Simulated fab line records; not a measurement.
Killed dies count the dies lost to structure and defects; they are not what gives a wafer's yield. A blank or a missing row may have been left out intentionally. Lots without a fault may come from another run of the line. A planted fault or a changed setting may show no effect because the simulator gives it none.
What tool caused it? / flow nand_harc / 7 lots with 21 wafers sampled at 2 steps, on a route of 1159 steps

## WHAT EACH GAUGE READ, for each wafer
NHARC_THIN_TSV_CD_MEAS_16.
lot=L668; measured=day 18 21:32; on=cd_sem-03; cd_nm (nm)=998.3 997.5 1000.7
lot=L672; measured=day 19 18:44; on=cd_sem-01; cd_nm (nm)=1000.9 997.9 1000.1
lot=L683; measured=day 22 15:43; on=cd_sem-02; cd_nm (nm)=999.3 1001.9 1002.9
lot=L684; measured=day 23 06:47; on=cd_sem-03; cd_nm (nm)=1001.3 997.3 1002.4
lot=L686; measured=day 23 13:41; on=cd_sem-01; cd_nm (nm)=997.5 998.7 999.4
lot=L689; measured=day 24 03:59; on=cd_sem-02; cd_nm (nm)=1001.3 1002.5 1000.1

## WHAT TOOL EACH LOT RAN ON (gives the tool, then ch and the chambers of the sampled wafers, and finally the start)
lot=L668; NHARC_P_STI_HDPCVD_20=hdpcvd-01 ch 1, day 3 07:55
lot=L671; NHARC_P_STI_HDPCVD_20=hdpcvd-01 ch 1, day 4 01:02
lot=L672; NHARC_P_STI_HDPCVD_20=hdpcvd-01 ch 0,1, day 4 09:02
lot=L683; NHARC_P_STI_HDPCVD_20=hdpcvd-01 ch 0,1, day 6 23:33
lot=L684; NHARC_P_STI_HDPCVD_20=hdpcvd-01 ch 0,1, day 7 12:23
lot=L686; NHARC_P_STI_HDPCVD_20=hdpcvd-01 ch 0,1, day 7 21:44
lot=L689; NHARC_P_STI_HDPCVD_20=hdpcvd-01 ch 0,1, day 8 17:00
- NHARC_P_STI_HDPCVD_20: deposits SiO2.

## THE ANSWER, worked out from the rows above alone
Rule: usual is defined by the lots themselves. Put in order of their means at a reading, lots are off if they are a third of the lots or fewer, leave a main group of 4 or more, and stand apart from it by a gap of 3 or more times the standard deviation of the main group's means; of several such gaps the widest counts. A main group whose means are all the same, to the digits that the tables above print for the reading, isn't used. A lot without any number at a reading at which 4 lots or more have one is off too. Any other lot the step has rows for is counted as sound.
No lot is off at any reading shown: from this, nothing can be told.

## WHAT THE SIMULATOR PUT IN
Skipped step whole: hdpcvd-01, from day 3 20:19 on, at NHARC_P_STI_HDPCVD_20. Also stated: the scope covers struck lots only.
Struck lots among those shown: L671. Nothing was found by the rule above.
